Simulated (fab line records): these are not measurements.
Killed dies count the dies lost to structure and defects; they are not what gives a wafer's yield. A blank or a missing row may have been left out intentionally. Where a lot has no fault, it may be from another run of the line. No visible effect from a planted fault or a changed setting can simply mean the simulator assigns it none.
Matching of chambers    flow nand harc    NHARC_A_M1_DESCUM_14 on rie diel-08: 4 sister chambers
The step chemistry O2, time 3 s. 18 wafers are shown with their chamber, then 9 later ones without.

== WAFERS, EACH WITH ITS CHAMBER ==
wafer   chamber  oes product au (a.u.)  rf vpp V (V)  chamber pressure mTorr (mTorr)
L074.1  1        0.999                  57.6          60.14
L074.2  0        0.993                  57.8          59.93
L074.6  2        1.015                  57.3          59.93
L078.2  3        1.002                  57.3          59.98
L078.3  2        1.005                  57.5          60.04
L078.6  0        1.000                  57.8          59.95
L081.1  2        1.005                  57.6          59.91
L081.3  0        0.989                  57.5          60.08
L081.6  0        1.005                  57.7          59.98
L084.3  2        0.993                  58.5          60.00
L084.5  2        1.006                  57.3          60.10
L084.6  1        1.002                  57.8          60.01
L091.2  3        0.993                  58.6          60.02
L091.3  0        0.989                  60.4          60.08
L091.6  0        1.001                  58.0          60.00
L093.2  2        0.989                  57.9          60.04
L093.3  1        1.000                  57.2          60.03
L093.5  3        0.993                  56.1          60.10

SIGNATURES (means of the wafers above)
reading                 chamber 0  chamber 1  chamber 2  chamber 3  scatter within a chamber
oes product au          0.99617    1.00033    1.00217    0.99600    0.00727
rf vpp V                58.200     57.533     57.683     57.333     0.858
chamber pressure mTorr  60.0033    60.0600    60.0033    60.0333    0.0676
Rule: for a wafer and a chamber, the distance is found by dividing, reading by reading, the gap between the wafer's reading and the chamber's mean by the reading's scatter, squaring, summing and taking the root. The wafer belongs to the nearest chamber; if the next one is less than 2 further off, it can't be placed. How the scatter is found: for the shown wafers, subtract from each reading the mean of its chamber, square and add these, divide the total by (wafers less chambers), then take the root.

== WAFERS MISSING THEIR CHAMBER ==
wafer   oes product au (a.u.)  rf vpp V (V)  chamber pressure mTorr (mTorr)
L094.1  0.998                  57.3          59.97
L094.3  0.989                  56.0          60.11
L094.6  0.991                  58.2          59.96
L095.1  0.981                  58.6          60.08
L095.4  0.958                  56.5          60.04
L095.5  0.974                  57.2          60.01
L096.1  0.969                  56.8          59.99
L096.3  0.974                  58.4          59.98
L096.4  0.984                  57.2          60.06

== WHICH CHAMBER EACH ONE RAN IN ==
wafer   from the rows above                in truth
L094.1  can't be placed: 2 or 3 or 0 or 1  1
L094.3  can't be placed: 3 or 1 or 2 or 0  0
L094.6  can't be placed: 0 or 3 or 2 or 1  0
L095.1  can't be placed: 0 or 3 or 1 or 2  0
L095.4  can't be placed: 3 or 0 or 1 or 2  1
L095.5  can't be placed: 3 or 0 or 1 or 2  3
L096.1  can't be placed: 3 or 0 or 1 or 2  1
L096.3  can't be placed: 0 or 3 or 1 or 2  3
L096.4  can't be placed: 3 or 0 or 1 or 2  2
0 of 9 placed correctly. Unplaceable from these rows: 9, with the true chamber sitting among the candidates in 9. Wrongly placed: 0.
